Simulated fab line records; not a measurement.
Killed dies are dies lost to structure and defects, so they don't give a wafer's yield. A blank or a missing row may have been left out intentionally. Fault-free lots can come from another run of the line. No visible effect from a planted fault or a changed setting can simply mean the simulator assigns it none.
8D (eight disciplines) problem report, filled in by code + flow n5-finfet + the parts of the form that need people (team, actions taken, sign-off) are left out

1. PROBLEM STATEMENT
spin-speed-rpm at N5_BEOL_M11_COAT_22 reads a mean of 1304.7 rpm on 6 wafers of 2 lots; wafers without a fault read 1500.0 rpm with a standard deviation of 1.1. So: -99 or more standard deviations from the usual mean.
The step: resist thk 90 nm.
Seen first at day 17 10:16 on litho-track-05, wafer L300.3. The record has a number at this step for 12 wafers belonging to 4 lots. Rule for "out", or "out of limits": more than 4 standard deviations from the usual mean. The other wafers with a number count as sound.

2. WHAT IT IS, AND WHAT IT ISN'T
| question                    | is                     | is not                                                             |
|-----------------------------|------------------------|--------------------------------------------------------------------|
| which readings at this step | spin-speed-rpm         | chill-plate-temp-C                                                 |
| which lots                  | L300, L303             | L286, L302                                                         |
| which wafers of those lots  | all that have a number | -                                                                  |
| read on which tools         | litho-track-05         | litho-track-01                                                     |
| when                        | from day 17 10:16      | up to then (3 sound wafers); but 3 sound wafers of L302 came after |

3. THE SUSPECTS, EACH WITH WHAT RULES IT OUT
Counting: a tool at any process step up to the reading remains a suspect when it ran all the lots that are out and ran no sound lot after the first of those.
- litho-track-05 at N5_BEOL_M11_COAT_22 (resist thk 90 nm): kept. It processed each lot that is out, first L300 at day 17 10:16, and no sound lot thereafter; up to then, the last sound lot it processed was L286 at day 12 10:45. Its own spin-speed-rpm readings are out on those wafers.
Remaining after the count: litho-track-05 at N5_BEOL_M11_COAT_22.

4. THE CAUSE (what the simulator had put in)
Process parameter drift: litho-track-05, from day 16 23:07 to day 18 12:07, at N5_BEOL_M11_COAT_22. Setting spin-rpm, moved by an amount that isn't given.
This tool alone remained once counting was done.

5. THE CHAIN OF EFFECTS, in route order
Each row: a reading where the mean over the struck wafers with a number is more than 3 standard deviations away from the usual. Only readings whose record carries a usual standard deviation are examined. hours: median over the lots of the time between each lot's start at the first step of this table that gives one and its start at this step. sigmas: the change, counted in usual standard deviations.
| hours | step                | reading        | usual      | on struck wafers | change | sigmas      |
|-------|---------------------|----------------|------------|------------------|--------|-------------|
| 0     | N5_BEOL_M11_COAT_22 | spin-speed-rpm | 1500.0 rpm | 1304.7           | -195.3 | -99 or more |
It contains these process steps:
- N5_BEOL_M11_COAT_22: resist thk 90 nm.

6. WHAT WOULD HAVE CAUGHT IT SOONER
In this record no reading fell out of limits until day 17 10:16, 11 hours after the fault had begun at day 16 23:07.
